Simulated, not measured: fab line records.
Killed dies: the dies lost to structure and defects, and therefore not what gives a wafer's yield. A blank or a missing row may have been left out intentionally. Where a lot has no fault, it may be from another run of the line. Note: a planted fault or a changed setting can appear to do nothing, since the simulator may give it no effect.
Chamber matching + flow nandHarc + 3 sister chambers for NHARC_A_M1_PRE_CLEAN_32 on pecvd-03
The step time 12 s. 3 wafers are shown with their chamber, then 9 later ones without.

## WAFERS, EACH WITH ITS CHAMBER
| wafer  | chamber | heaterPowerW (W) |
|--------|---------|------------------|
| L087.4 | 1       | 669              |
| L089.2 | 0       | 653              |
| L089.6 | 2       | 645              |

## WAFERS WITHOUT THEIR CHAMBER
| wafer  | heaterPowerW (W) |
|--------|------------------|
| L088.2 | 612              |
| L088.4 | 603              |
| L088.5 | 622              |
| L093.1 | 580              |
| L093.3 | 627              |
| L093.4 | 569              |
| L094.1 | 685              |
| L094.3 | 590              |
| L094.6 | 583              |

## EACH ONE'S CHAMBER
| wafer  | from the rows above          | in truth |
|--------|------------------------------|----------|
| L088.2 | can't be placed: 2 or 0 or 1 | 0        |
| L088.4 | can't be placed: 2 or 0 or 1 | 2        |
| L088.5 | can't be placed: 2 or 0 or 1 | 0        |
| L093.1 | can't be placed: 2 or 0 or 1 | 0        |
| L093.3 | can't be placed: 2 or 0 or 1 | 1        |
| L093.4 | can't be placed: 2 or 0 or 1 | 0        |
| L094.1 | can't be placed: 1 or 0 or 2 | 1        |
| L094.3 | can't be placed: 2 or 0 or 1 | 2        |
| L094.6 | can't be placed: 2 or 0 or 1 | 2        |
Placed correctly: 0 of 9. Can't be placed from these rows: 9 (the true chamber is among the candidates in 9). Wrongly placed: 0.
How it was worked out, from the rows above alone: a wafer's distance from a chamber is the root of the sum, over the readings, of the square of ((its reading less the chamber's mean) divided by the reading's scatter). The wafer belongs to the nearest chamber; if the next one is less than 2 further off, it can't be placed. A chamber's mean is the mean of its shown wafers. The scatter: with one shown wafer a chamber, the root of the mean of the squares of how far each hidden wafer lies from its nearest shown one.
